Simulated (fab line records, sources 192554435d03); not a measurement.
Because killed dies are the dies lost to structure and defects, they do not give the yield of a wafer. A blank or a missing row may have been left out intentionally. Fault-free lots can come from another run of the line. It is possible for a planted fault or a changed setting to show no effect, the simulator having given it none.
A sampling plan put to the test	flow n5Finfet	one fab line, 71 faults that these records tell of, each judged on the records of the lots that it struck; 1 more is left out, because the records don't allow judging it
The plan is the line's own looks: the steps of the route at which a gauge or an inspection reads the wafer and doesn't change it. A look is open to judgement when struck wafers have a number at it and the file gives its usual mean and standard deviation on fault-free wafers. Caught: at a look after the fault's first step, the mean of the struck wafers lies 4 or more of those standard deviations (sigma) from the usual mean. On the tool: the identical test, applied to the tool's own readings at the steps of the fault. If the struck wafers alone have a blank record, or they carry another recipe, that too counts as caught.

THE FAULTS, as the simulator had put them in
1. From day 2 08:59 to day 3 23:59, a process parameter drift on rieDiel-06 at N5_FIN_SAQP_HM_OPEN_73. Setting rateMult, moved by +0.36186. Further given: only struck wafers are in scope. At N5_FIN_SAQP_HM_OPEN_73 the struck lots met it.
2. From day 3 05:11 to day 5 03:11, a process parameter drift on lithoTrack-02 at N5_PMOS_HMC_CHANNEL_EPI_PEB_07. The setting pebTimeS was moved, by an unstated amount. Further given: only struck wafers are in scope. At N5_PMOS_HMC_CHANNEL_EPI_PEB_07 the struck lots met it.
3. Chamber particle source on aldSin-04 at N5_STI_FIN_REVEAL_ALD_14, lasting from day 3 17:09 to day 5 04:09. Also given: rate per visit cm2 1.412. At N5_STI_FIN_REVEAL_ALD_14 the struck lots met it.
4. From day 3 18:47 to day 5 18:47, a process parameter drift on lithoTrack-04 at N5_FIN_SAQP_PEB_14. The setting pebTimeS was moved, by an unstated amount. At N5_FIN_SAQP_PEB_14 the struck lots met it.
5. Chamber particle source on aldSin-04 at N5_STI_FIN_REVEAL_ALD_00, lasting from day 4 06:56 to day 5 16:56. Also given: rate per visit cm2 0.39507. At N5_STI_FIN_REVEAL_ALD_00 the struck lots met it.
6. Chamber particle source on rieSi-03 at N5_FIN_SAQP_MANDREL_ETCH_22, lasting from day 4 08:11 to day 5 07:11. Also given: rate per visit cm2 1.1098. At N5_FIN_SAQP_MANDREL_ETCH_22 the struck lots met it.
7. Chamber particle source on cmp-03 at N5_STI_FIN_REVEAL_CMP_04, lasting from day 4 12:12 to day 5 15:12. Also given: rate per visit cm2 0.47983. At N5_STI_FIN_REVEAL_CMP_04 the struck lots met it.
8. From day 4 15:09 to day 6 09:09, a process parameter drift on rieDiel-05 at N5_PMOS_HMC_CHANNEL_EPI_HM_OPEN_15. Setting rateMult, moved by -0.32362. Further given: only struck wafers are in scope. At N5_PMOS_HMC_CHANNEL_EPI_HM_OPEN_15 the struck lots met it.
9. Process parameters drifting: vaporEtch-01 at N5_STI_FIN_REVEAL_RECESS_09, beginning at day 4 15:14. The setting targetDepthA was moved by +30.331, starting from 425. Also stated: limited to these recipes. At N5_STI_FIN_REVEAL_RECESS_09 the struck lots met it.
10. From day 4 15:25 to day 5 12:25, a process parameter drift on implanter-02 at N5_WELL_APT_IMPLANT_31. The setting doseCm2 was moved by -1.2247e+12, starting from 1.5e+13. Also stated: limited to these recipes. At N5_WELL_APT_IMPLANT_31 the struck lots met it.
11. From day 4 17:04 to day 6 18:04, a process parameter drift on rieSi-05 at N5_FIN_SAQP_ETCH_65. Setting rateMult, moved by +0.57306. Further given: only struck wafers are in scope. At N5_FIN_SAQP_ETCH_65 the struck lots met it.
12. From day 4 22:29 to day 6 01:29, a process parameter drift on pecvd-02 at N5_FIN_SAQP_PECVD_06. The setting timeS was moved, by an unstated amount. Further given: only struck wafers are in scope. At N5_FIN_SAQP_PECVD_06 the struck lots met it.
13. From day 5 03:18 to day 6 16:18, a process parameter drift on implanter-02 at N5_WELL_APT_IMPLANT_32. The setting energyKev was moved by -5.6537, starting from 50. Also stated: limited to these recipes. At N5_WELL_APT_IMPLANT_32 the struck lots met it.
14. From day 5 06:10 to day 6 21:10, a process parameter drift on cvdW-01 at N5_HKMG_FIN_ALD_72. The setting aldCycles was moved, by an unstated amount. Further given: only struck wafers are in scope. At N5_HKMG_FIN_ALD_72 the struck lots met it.
15. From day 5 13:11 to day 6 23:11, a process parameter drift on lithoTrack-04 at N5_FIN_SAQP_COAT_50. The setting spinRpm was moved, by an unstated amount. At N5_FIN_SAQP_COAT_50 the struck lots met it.
16. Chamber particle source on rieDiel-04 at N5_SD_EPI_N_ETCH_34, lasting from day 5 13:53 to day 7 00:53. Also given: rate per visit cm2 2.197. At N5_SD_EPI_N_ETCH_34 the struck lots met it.
17. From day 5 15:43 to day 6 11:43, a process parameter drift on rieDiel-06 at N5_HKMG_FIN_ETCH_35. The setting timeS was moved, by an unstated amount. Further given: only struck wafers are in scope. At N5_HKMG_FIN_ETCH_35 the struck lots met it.
18. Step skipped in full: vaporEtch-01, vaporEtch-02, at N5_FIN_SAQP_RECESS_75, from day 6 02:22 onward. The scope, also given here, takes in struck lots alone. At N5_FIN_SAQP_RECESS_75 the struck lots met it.
19. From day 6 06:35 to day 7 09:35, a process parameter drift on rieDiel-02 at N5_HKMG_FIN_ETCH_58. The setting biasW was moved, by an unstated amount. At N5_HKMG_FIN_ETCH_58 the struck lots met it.
20. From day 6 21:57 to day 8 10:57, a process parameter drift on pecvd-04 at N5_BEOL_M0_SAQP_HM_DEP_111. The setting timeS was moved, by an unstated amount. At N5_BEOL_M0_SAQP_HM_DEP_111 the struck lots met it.
21. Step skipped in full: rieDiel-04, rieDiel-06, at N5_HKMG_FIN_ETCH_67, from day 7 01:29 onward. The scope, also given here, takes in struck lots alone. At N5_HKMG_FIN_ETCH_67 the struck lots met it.
22. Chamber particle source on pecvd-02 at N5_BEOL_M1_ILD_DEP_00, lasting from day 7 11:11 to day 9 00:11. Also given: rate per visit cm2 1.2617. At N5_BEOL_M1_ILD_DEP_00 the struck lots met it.
23. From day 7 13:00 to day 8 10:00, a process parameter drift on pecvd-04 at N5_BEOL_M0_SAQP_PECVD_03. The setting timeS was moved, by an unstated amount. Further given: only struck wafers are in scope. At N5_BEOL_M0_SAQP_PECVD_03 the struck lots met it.
24. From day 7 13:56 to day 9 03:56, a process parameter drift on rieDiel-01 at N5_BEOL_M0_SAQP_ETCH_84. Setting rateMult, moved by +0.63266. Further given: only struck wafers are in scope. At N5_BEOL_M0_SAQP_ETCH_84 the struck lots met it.
25. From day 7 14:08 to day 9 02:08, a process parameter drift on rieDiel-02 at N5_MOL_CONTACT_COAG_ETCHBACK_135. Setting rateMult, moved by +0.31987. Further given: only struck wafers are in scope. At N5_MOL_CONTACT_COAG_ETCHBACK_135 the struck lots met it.
26. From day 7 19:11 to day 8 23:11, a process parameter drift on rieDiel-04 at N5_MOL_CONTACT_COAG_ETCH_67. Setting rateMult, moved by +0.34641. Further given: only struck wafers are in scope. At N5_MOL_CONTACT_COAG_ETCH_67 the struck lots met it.
27. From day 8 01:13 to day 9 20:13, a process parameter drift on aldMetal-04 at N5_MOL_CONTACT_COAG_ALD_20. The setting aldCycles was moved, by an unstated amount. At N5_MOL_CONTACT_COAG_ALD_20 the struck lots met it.
28. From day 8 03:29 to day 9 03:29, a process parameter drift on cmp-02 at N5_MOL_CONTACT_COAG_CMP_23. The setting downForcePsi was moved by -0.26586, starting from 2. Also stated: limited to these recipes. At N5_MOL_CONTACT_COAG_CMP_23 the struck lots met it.
29. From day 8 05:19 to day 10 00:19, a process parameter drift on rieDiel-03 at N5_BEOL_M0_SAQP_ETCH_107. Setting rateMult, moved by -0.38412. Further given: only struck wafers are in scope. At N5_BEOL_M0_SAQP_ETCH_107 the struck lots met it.
30. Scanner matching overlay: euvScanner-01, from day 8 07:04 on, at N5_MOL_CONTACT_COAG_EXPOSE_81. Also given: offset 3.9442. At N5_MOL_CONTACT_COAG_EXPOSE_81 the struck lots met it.
31. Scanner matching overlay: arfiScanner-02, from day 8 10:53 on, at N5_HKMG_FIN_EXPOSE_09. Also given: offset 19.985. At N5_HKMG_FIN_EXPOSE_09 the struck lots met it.
32. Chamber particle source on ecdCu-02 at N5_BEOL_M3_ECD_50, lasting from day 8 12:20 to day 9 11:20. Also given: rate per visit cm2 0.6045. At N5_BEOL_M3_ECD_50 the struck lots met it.
33. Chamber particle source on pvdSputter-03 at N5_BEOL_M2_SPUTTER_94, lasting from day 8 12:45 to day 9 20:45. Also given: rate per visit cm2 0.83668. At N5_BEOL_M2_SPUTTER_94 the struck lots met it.
34. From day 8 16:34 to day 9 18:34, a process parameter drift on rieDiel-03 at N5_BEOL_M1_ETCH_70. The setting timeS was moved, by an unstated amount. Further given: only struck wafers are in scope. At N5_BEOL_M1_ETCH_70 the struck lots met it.
35. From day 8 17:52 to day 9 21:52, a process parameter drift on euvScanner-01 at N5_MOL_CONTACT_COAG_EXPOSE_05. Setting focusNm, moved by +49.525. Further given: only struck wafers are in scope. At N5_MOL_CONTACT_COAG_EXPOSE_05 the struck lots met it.
36. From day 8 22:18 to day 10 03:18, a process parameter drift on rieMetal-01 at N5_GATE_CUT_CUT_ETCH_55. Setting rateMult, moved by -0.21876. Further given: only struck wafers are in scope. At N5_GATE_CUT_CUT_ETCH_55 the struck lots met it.
37. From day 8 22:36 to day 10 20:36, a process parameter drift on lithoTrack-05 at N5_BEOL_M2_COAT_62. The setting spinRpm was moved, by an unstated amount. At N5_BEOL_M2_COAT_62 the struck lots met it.
38. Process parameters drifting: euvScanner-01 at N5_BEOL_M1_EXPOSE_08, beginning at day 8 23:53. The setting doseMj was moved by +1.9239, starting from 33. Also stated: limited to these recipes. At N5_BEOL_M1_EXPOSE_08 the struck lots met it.
39. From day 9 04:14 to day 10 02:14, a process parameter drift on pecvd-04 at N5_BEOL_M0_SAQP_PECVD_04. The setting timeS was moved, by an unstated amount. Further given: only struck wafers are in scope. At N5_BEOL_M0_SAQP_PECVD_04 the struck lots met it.
40. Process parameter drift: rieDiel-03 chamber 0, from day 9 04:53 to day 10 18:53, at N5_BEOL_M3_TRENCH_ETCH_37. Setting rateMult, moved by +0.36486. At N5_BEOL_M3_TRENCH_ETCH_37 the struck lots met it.
41. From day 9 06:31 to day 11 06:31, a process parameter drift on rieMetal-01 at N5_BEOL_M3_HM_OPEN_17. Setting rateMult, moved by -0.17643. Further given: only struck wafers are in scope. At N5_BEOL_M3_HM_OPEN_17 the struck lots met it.
42. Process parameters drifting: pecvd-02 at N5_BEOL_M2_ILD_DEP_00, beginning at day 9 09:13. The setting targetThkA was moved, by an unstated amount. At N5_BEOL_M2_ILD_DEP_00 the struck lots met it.
43. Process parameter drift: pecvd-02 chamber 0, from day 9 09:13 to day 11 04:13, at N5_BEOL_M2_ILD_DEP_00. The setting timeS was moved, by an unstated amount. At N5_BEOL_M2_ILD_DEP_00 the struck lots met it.
44. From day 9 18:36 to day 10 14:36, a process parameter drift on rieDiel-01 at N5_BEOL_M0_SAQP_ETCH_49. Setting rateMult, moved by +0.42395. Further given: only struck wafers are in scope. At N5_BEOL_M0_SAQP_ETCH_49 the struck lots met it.
45. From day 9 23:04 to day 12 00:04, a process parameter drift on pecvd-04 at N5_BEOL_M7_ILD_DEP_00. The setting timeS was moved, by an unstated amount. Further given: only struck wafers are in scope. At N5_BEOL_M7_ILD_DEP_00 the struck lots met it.
46. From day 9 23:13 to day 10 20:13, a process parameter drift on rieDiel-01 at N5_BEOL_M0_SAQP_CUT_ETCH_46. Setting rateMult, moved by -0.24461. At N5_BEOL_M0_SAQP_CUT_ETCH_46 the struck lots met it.
47. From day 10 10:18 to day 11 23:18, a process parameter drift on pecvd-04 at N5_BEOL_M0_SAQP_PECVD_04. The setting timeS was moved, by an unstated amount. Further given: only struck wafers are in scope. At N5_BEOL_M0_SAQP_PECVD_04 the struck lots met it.
48. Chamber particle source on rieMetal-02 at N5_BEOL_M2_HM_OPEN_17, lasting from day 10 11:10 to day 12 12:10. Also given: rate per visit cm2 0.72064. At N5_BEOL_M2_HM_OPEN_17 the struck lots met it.
49. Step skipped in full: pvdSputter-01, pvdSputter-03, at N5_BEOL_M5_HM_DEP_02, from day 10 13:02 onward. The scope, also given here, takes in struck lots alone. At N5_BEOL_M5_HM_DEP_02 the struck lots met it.
50. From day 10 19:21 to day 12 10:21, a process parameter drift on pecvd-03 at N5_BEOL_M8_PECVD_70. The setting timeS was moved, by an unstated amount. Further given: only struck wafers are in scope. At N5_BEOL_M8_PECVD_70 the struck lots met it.
51. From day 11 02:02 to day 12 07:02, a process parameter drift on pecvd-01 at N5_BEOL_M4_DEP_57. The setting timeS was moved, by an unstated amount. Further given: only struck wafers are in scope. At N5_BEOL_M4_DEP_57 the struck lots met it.
52. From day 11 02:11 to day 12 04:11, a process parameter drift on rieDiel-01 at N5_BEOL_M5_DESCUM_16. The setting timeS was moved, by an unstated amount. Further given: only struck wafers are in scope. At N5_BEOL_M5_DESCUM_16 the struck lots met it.
53. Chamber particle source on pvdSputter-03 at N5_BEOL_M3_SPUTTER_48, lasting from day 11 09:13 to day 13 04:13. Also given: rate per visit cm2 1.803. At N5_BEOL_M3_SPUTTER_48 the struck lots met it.
54. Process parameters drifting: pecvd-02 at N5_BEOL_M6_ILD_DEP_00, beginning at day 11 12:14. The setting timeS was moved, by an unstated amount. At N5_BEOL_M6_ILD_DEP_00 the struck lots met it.
55. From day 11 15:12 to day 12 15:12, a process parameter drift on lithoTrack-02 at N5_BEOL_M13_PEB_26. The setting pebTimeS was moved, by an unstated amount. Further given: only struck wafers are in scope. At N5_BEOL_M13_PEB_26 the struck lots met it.
56. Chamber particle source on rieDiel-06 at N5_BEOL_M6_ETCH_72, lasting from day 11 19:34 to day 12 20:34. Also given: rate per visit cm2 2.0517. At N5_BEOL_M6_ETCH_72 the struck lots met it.
57. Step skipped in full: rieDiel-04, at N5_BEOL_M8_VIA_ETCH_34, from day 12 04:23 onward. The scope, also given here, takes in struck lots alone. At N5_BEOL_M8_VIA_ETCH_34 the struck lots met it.
58. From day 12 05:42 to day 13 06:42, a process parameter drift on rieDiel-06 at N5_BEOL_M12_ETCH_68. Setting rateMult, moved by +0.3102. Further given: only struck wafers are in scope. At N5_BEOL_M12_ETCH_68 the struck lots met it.
59. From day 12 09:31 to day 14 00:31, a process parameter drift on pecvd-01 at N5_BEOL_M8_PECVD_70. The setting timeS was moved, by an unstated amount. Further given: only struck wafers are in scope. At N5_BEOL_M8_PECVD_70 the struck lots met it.
60. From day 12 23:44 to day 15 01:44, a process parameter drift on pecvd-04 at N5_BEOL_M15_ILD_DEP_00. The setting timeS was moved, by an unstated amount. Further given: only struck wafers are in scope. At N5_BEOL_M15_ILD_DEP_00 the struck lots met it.
61. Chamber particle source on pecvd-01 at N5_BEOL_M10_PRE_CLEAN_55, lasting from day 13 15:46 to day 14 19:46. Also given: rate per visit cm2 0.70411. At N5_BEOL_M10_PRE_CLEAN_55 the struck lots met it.
62. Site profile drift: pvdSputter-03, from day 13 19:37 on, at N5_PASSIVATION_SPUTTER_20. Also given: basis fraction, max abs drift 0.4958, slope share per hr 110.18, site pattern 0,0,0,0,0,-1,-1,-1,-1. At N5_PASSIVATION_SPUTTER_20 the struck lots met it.
63. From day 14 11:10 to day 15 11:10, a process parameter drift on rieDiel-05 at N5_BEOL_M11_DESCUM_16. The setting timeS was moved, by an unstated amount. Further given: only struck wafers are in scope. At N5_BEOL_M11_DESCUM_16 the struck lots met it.
64. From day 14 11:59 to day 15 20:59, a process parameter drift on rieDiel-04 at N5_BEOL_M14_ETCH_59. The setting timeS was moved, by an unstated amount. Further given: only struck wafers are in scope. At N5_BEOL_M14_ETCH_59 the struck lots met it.
65. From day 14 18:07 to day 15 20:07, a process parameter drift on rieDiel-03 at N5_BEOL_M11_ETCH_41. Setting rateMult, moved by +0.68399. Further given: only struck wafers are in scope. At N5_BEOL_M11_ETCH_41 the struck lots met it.
66. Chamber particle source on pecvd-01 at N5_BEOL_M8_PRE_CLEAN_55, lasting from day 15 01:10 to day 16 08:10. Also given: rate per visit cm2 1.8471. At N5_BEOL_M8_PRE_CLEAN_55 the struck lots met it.
67. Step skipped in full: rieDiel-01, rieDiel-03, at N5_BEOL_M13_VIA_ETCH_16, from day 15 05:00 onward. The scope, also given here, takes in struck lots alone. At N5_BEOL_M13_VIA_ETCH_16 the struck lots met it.
68. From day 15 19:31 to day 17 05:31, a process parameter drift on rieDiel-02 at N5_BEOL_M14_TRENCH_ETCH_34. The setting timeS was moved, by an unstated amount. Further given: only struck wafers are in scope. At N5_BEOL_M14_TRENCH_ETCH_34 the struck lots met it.
69. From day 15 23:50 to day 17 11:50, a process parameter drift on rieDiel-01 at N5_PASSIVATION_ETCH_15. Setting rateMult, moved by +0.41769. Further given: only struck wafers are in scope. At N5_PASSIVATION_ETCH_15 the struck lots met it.
70. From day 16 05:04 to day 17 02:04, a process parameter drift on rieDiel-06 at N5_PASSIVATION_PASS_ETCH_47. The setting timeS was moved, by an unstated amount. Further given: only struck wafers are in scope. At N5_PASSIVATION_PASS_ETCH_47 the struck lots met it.
71. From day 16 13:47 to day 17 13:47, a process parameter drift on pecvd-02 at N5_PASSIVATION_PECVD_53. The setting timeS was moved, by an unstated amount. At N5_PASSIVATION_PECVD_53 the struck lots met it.

WHAT THE PLAN SAW
fault	on the tool itself	first look that catches it	reading, sigma	median hours from its first step to that look	hours from the fault's start to the first struck lot there	judged looks passed uncaught
1	under 2 sigma	not the one look that can be judged after it	-	-	-	1
2	heaterPowerTotalW +5.7 sigma	not the one look that can be judged after it	-	-	-	1
3	under 2 sigma	no look after it can be judged	-	-	-	0
4	no reading that can be judged	none of the 3 looks that can be judged after it	strongest: cdNm at N5_FIN_SAQP_CD_MEAS_16, +3.3	-	-	3
5	under 2 sigma	no look after it can be judged	-	-	-	0
6	under 2 sigma	N5_FIN_SAQP_INSPECT_40	rawDefectCount +8.5	5.5	9	0
7	under 2 sigma	N5_STI_FIN_REVEAL_INSPECT_13	rawDefectCount +65	3.6	11	1
8	under 2 sigma	no look after it can be judged	-	-	-	0
9	under 2 sigma	none of the 2 looks that can be judged after it	strongest: trenchDepthNm at N5_STI_FIN_REVEAL_FIN_H_MEAS_10, +3.7	-	-	2
10	doseIonsCm2 -72 sigma	N5_BEOL_M4_RC_MEAS_101	RS_PWELL +7.4	162.3	173	0
11	oesProductAu +16 sigma	not the one look that can be judged after it	-	-	-	1
12	under 2 sigma	N5_FIN_SAQP_THK_MEAS_07	thkNm +50	0.1	11	0
13	beamEnergyKeV -99 or beyond sigma	not the one look that can be judged after it	strongest: CJ_N at N5_BEOL_M4_RC_MEAS_101, +3.9	-	-	1
14	under 2 sigma	not the one look that can be judged after it	-	-	-	1
15	spinSpeedRpm +82 sigma	not the one look that can be judged after it	-	-	-	1
16	under 2 sigma	N5_SD_EPI_N_INSPECT_26	rawDefectCount +34	5.5	10	0
17	runLengthS -99 or beyond sigma	N5_BEOL_M4_RC_MEAS_101	ION_N -15	86.5	88	0
18	the tool's record is blank for the struck wafers	not the one look that can be judged after it	-	-	-	1
19	biasW -35 sigma	not the one look that can be judged after it	-	-	-	1
20	under 2 sigma	not the one look that can be judged after it	-	-	-	1
21	no reading that can be judged	no look after it can be judged	-	-	-	0
22	under 2 sigma	N5_BEOL_M1_INSPECT_13	rawDefectCount +8.4	2.2	5	0
23	runLengthS +11 sigma	not the one look that can be judged after it	-	-	-	1
24	under 2 sigma	not the one look that can be judged after it	-	-	-	1
25	under 2 sigma	not the one look that can be judged after it	strongest: IOFF_N at N5_BEOL_M4_RC_MEAS_101, +2.1	-	-	1
26	under 2 sigma	not the one look that can be judged after it	-	-	-	1
27	under 2 sigma	not the one look that can be judged after it	-	-	-	1
28	headPressurePsi -63 sigma	not the one look that can be judged after it	-	-	-	1
29	only faintly: oesProductAu -2.4 sigma	not the one look that can be judged after it	-	-	-	1
30	under 2 sigma	N5_MOL_CONTACT_COAG_OVL_MEAS_85	VG_OVL +5.6	0.2	3	0
31	under 2 sigma	N5_HKMG_FIN_OVL_MEAS_13	NWFM_OVL +18	0.1	17	0
32	no reading that can be judged	no look after it can be judged	-	-	-	0
33	under 2 sigma	no look after it can be judged	-	-	-	0
34	runLengthS -47 sigma	not the one look that can be judged after it	-	-	-	1
35	no reading that can be judged	N5_MOL_CONTACT_COAG_CD_MEAS_08	cdNm -9.5	0.1	8	0
36	under 2 sigma	not the one look that can be judged after it	-	-	-	1
37	spinSpeedRpm +86 sigma	not the one look that can be judged after it	-	-	-	1
38	exposureDoseMJCm2 +15 sigma	none of the 3 looks that can be judged after it	strongest: cdNm at N5_BEOL_M1_CD_MEAS_11, +3.0	-	-	3
39	under 2 sigma	N5_BEOL_M0_SAQP_THK_MEAS_05	thkNm +52	0.1	7	0
40	under 2 sigma	N5_BEOL_M3_OCD_MEAS_38	trenchDepthNm +11	0.2	9	0
41	under 2 sigma	not the one look that can be judged after it	-	-	-	1
42	under 2 sigma	N5_BEOL_M2_THK_MEAS_01	M2_ILD_THK +12	0.1	13	0
43	under 2 sigma	N5_BEOL_M2_THK_MEAS_01	M2_ILD_THK -26	0.1	6	0
44	only faintly: oesProductAu +2.0 sigma	not the one look that can be judged after it	-	-	-	1
45	under 2 sigma	N5_BEOL_M7_THK_MEAS_01	M7_ILD_THK +30	1.5	20	0
46	under 2 sigma	not the one look that can be judged after it	-	-	-	1
47	under 2 sigma	N5_BEOL_M0_SAQP_THK_MEAS_05	thkNm -14	0.1	5	0
48	under 2 sigma	N5_BEOL_M2_INSPECT_30	rawDefectCount +5.1	0.7	12	0
49	the tool's record is blank for the struck wafers	no look after it can be judged	-	-	-	0
50	under 2 sigma	not the one look that can be judged after it	-	-	-	1
51	under 2 sigma	none of the 2 looks that can be judged after it	-	-	-	2
52	under 2 sigma	no look after it can be judged	-	-	-	0
53	under 2 sigma	none of the 2 looks that can be judged after it	-	-	-	2
54	under 2 sigma	N5_BEOL_M6_THK_MEAS_01	M6_ILD_THK +44	0.6	2	0
55	heaterPowerTotalW +34 sigma	none of the 2 looks that can be judged after it	strongest: cdNm at N5_BEOL_M13_CD_MEAS_28, -3.9	-	-	2
56	under 2 sigma	no look after it can be judged	-	-	-	0
57	the tool's record is blank for the struck wafers	no look after it can be judged	-	-	-	0
58	under 2 sigma	no look after it can be judged	-	-	-	0
59	under 2 sigma	no look after it can be judged	-	-	-	0
60	runLengthS +61 sigma	N5_BEOL_M15_THK_MEAS_01	M15_ILD_THK +9.4	0.2	6	0
61	no reading that can be judged	N5_BEOL_M10_INSPECT_58	rawDefectCount +14	0.1	2	0
62	under 2 sigma	no look after it can be judged	-	-	-	0
63	under 2 sigma	no look after it can be judged	-	-	-	0
64	runLengthS -16 sigma	no look after it can be judged	-	-	-	0
65	oesProductAu +4.6 sigma	no look after it can be judged	-	-	-	0
66	no reading that can be judged	N5_BEOL_M8_INSPECT_58	rawDefectCount +50	0.2	3	1
67	the tool's record is blank for the struck wafers	no look after it can be judged	-	-	-	0
68	under 2 sigma	N5_BEOL_M14_OCD_MEAS_35	trenchDepthNm -19	0.2	3	0
69	under 2 sigma	no look after it can be judged	-	-	-	0
70	runLengthS +99 or beyond sigma	no look after it can be judged	-	-	-	0
71	runLengthS -99 or beyond sigma	no look after it can be judged	-	-	-	0
Dash: fault not caught, or number not given in these records.

Caught at a look: 22 of 71. Caught on the tool: 22 of 71. By one or the other: 41 of 71.
On the tool alone, faults 2, 11, 13, 15, 18, 19, 23, 28, 34, 37, 38, 49, 55, 57, 64, 65, 67, 70, 71 were caught.
Caught at a look alone: faults 6, 7, 12, 16, 22, 30, 31, 35, 39, 40, 42, 43, 45, 47, 48, 54, 61, 66, 68.
Caught by neither: faults 1, 3, 4, 5, 8, 9, 14, 20, 21, 24, 25, 26, 27, 29, 32, 33, 36, 41, 44, 46, 50, 51, 52, 53, 56, 58, 59, 62, 63, 69.

THINNER SAMPLING
If the look that catches a fault measured only every second or every third lot, by lot number, the first struck lot would be measured this late in the worst case:
fault	struck lots at that look, in order of time	every lot	every second lot	every third lot
6	L533, L535	9 h	may miss all 2	may miss all 2
7	L133, L136	11 h	27 h	may miss all 2
10	L375, L377	173 h	may miss all 2	may miss all 2
12	L504, L506	11 h	may miss all 2	may miss all 2
16	L753, L754	10 h	10 h	may miss all 2
17	L905, L906	88 h	104 h	may miss all 2
22	L822, L825, L826	5 h	34 h	may miss all 3
30	L521, L522	3 h	5 h	may miss all 2
31	L623	17 h	may miss it	may miss it
35	L457, L458	8 h	14 h	may miss all 2
39	L679, L680	7 h	17 h	may miss all 2
40	L592	9 h	may miss it	may miss it
42	L500	13 h	may miss it	may miss it
43	L540, L542	6 h	may miss all 2	may miss all 2
45	L909, L912	20 h	48 h	may miss all 2
47	L300, L301	5 h	16 h	may miss all 2
48	L534, L536	12 h	may miss all 2	may miss all 2
54	L733, L731	2 h	may miss all 2	may miss all 2
60	L316, L319	6 h	42 h	may miss all 2
61	L181, L182	2 h	12 h	may miss all 2
66	L580, L581	3 h	3 h	may miss all 2
68	L688, L691	3 h	29 h	may miss all 2
Hours count from the start of the fault until the first struck lot that is measured. The test against the limit of 4 sigma pooled every struck wafer, which means one lot taken alone may stay below that limit. Other struck lots may not be in these records.

THE LONGEST TIMED WAY FROM STEP TO LOOK
Fault 10: median gap of 162.3 hours between N5_WELL_APT_IMPLANT_31 and N5_BEOL_M4_RC_MEAS_101. No look between them can be judged.
